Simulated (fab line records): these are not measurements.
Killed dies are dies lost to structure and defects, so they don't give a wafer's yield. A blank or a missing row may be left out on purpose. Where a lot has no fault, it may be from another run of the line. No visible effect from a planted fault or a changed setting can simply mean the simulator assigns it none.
Check of tool commonality / flow nand-harc / Sample size 12 lots and 36 wafers

== REASON IT WAS OPENED ==
At NHARC_P_ZERO_WELL_CD_MEAS_37 the reading cd-nm is flagged on 1 of 12 lots. Wafers without a fault read 719.7 nm, standard deviation 2.1.
Rule: a lot gets a flag if all its wafers with a number sit over 4 standard deviations from that mean, or if no wafer of it has a number. The other lots count as sound.

lot=L625; measured=day 2 00:07; on=cd-sem-01; cd-nm (nm), wafer by wafer=718.5 721.2 719.2; flag=
lot=L626; measured=day 2 10:15; on=cd-sem-02; cd-nm (nm), wafer by wafer=716.2 720.8 718.4; flag=
lot=L628; measured=day 3 05:59; on=cd-sem-02; cd-nm (nm), wafer by wafer=718.9 718.1 718.8; flag=
lot=L629; measured=day 3 16:12; on=cd-sem-03; cd-nm (nm), wafer by wafer=721.1 719.2 722.0; flag=
lot=L630; measured=day 4 02:15; on=cd-sem-02; cd-nm (nm), wafer by wafer=721.4 719.4 718.1; flag=
lot=L632; measured=day 4 22:16; on=cd-sem-02; cd-nm (nm), wafer by wafer=717.9 717.8 718.4; flag=
lot=L635; measured=day 6 04:36; on=cd-sem-03; cd-nm (nm), wafer by wafer=718.8 717.6 722.0; flag=
lot=L636; measured=day 6 14:13; on=cd-sem-03; cd-nm (nm), wafer by wafer=722.6 721.9 719.3; flag=
lot=L638; measured=day 7 10:19; on=cd-sem-02; cd-nm (nm), wafer by wafer=763.4 765.7 768.5; flag=FLAGGED
lot=L646; measured=day 10 18:01; on=cd-sem-03; cd-nm (nm), wafer by wafer=721.3 721.9 719.3; flag=
lot=L647; measured=day 11 04:25; on=cd-sem-02; cd-nm (nm), wafer by wafer=718.9 718.2 719.2; flag=
lot=L648; measured=day 11 14:02; on=cd-sem-03; cd-nm (nm), wafer by wafer=716.0 721.0 720.0; flag=
The mean of the flagged lots' numbers is 765.9 nm, +46.2 nm from the usual (+22 standard deviations).

== WHICH TOOL EACH LOT WENT THROUGH ==
Before the reading, the record contains 2 process steps out of a 1302-step route. Read each cell as the tool, then ch plus the chambers that the sampled wafers visited, then the start.
lot=L625; flag=; NHARC_P_ZERO_WELL_ETCH_63=rie-si-02 ch 0,1,3, day 1 21:35; NHARC_P_ZERO_WELL_EXPOSE_34=krf-scanner-01 ch 0, day 1 23:58
lot=L626; flag=; NHARC_P_ZERO_WELL_ETCH_63=rie-si-05 ch 1,2, day 2 07:41; NHARC_P_ZERO_WELL_EXPOSE_34=krf-scanner-04 ch 0, day 2 10:06
lot=L628; flag=; NHARC_P_ZERO_WELL_ETCH_63=rie-si-02 ch 0,2,3, day 3 03:41; NHARC_P_ZERO_WELL_EXPOSE_34=krf-scanner-01 ch 0, day 3 05:50
lot=L629; flag=; NHARC_P_ZERO_WELL_ETCH_63=rie-si-02 ch 0,2,3, day 3 13:38; NHARC_P_ZERO_WELL_EXPOSE_34=krf-scanner-03 ch 0, day 3 16:03
lot=L630; flag=; NHARC_P_ZERO_WELL_ETCH_63=rie-si-05 ch 0,2, day 3 23:43; NHARC_P_ZERO_WELL_EXPOSE_34=krf-scanner-04 ch 0, day 4 02:06
lot=L632; flag=; NHARC_P_ZERO_WELL_ETCH_63=rie-si-05 ch 1,2,3, day 4 19:41; NHARC_P_ZERO_WELL_EXPOSE_34=krf-scanner-01 ch 0, day 4 22:07
lot=L635; flag=; NHARC_P_ZERO_WELL_ETCH_63=rie-si-05 ch 0,2, day 6 01:32; NHARC_P_ZERO_WELL_EXPOSE_34=krf-scanner-01 ch 0, day 6 04:27
lot=L636; flag=; NHARC_P_ZERO_WELL_ETCH_63=rie-si-02 ch 0,1,2, day 6 11:40; NHARC_P_ZERO_WELL_EXPOSE_34=krf-scanner-04 ch 0, day 6 14:04
lot=L638; flag=FLAGGED; NHARC_P_ZERO_WELL_ETCH_63=rie-si-02 ch 0,1,3, day 7 07:41; NHARC_P_ZERO_WELL_EXPOSE_34=krf-scanner-04 ch 0, day 7 10:09
lot=L646; flag=; NHARC_P_ZERO_WELL_ETCH_63=rie-si-02 ch 0,1,3, day 10 15:34; NHARC_P_ZERO_WELL_EXPOSE_34=krf-scanner-04 ch 0, day 10 17:52
lot=L647; flag=; NHARC_P_ZERO_WELL_ETCH_63=rie-si-04 ch 1,2,3, day 11 01:51; NHARC_P_ZERO_WELL_EXPOSE_34=krf-scanner-01 ch 0, day 11 04:15
lot=L648; flag=; NHARC_P_ZERO_WELL_ETCH_63=rie-si-04 ch 0,1, day 11 11:35; NHARC_P_ZERO_WELL_EXPOSE_34=krf-scanner-04 ch 0, day 11 13:53
What the steps here do:
- NHARC_P_ZERO_WELL_ETCH_63: etches the open film in HBr/Cl2, target depth 120 nm, time 40.1 s.
- NHARC_P_ZERO_WELL_EXPOSE_34: exposes mask P PWELL, target cd 720 nm.
- NHARC_P_ZERO_WELL_CD_MEAS_37: target cd 720 nm.

== FLAGGED OVER TOTAL, TOOL BY TOOL (the gauges that took the reading come last) ==
step=NHARC_P_ZERO_WELL_ETCH_63; tool=rie-si-02; lots run=6; flagged=1; share of the flagged lots=all; sound lots run after its first flagged lot=1 (L646)
step=NHARC_P_ZERO_WELL_ETCH_63; tool=rie-si-04; lots run=2; flagged=0; share of the flagged lots=none; sound lots run after its first flagged lot=-
step=NHARC_P_ZERO_WELL_ETCH_63; tool=rie-si-05; lots run=4; flagged=0; share of the flagged lots=none; sound lots run after its first flagged lot=-
step=NHARC_P_ZERO_WELL_EXPOSE_34; tool=krf-scanner-01; lots run=5; flagged=0; share of the flagged lots=none; sound lots run after its first flagged lot=-
step=NHARC_P_ZERO_WELL_EXPOSE_34; tool=krf-scanner-03; lots run=1; flagged=0; share of the flagged lots=none; sound lots run after its first flagged lot=-
step=NHARC_P_ZERO_WELL_EXPOSE_34; tool=krf-scanner-04; lots run=6; flagged=1; share of the flagged lots=all; sound lots run after its first flagged lot=2 (L646,L648)
step=NHARC_P_ZERO_WELL_CD_MEAS_37; tool=cd-sem-01; lots run=1; flagged=0; share of the flagged lots=none; sound lots run after its first flagged lot=-
step=NHARC_P_ZERO_WELL_CD_MEAS_37; tool=cd-sem-02; lots run=6; flagged=1; share of the flagged lots=all; sound lots run after its first flagged lot=1 (L647)
step=NHARC_P_ZERO_WELL_CD_MEAS_37; tool=cd-sem-03; lots run=5; flagged=0; share of the flagged lots=none; sound lots run after its first flagged lot=-

== WHAT THE TABLE PERMITS ==
All flagged lots were run by 3 table rows, namely rie-si-02 at NHARC_P_ZERO_WELL_ETCH_63, krf-scanner-04 at NHARC_P_ZERO_WELL_EXPOSE_34, cd-sem-02 at NHARC_P_ZERO_WELL_CD_MEAS_37.
- rie-si-02 at NHARC_P_ZERO_WELL_ETCH_63: 1 of its 6 lots flagged. Lots that were sound ran on it after the first flagged one (L646); a persistent fault on the entire tool would not allow that.
- krf-scanner-04 at NHARC_P_ZERO_WELL_EXPOSE_34: 1 of its 6 lots flagged. Lots that were sound ran on it after the first flagged one (L646, L648); a persistent fault on the entire tool would not allow that.
- cd-sem-02 at NHARC_P_ZERO_WELL_CD_MEAS_37: 1 of its 6 lots flagged. Lots that were sound ran on it after the first flagged one (L647); a persistent fault on the entire tool would not allow that.
Not one row of the table ran every flagged lot while running no sound lot after the first.

== WHAT WAS PUT IN BY THE SIMULATOR ==
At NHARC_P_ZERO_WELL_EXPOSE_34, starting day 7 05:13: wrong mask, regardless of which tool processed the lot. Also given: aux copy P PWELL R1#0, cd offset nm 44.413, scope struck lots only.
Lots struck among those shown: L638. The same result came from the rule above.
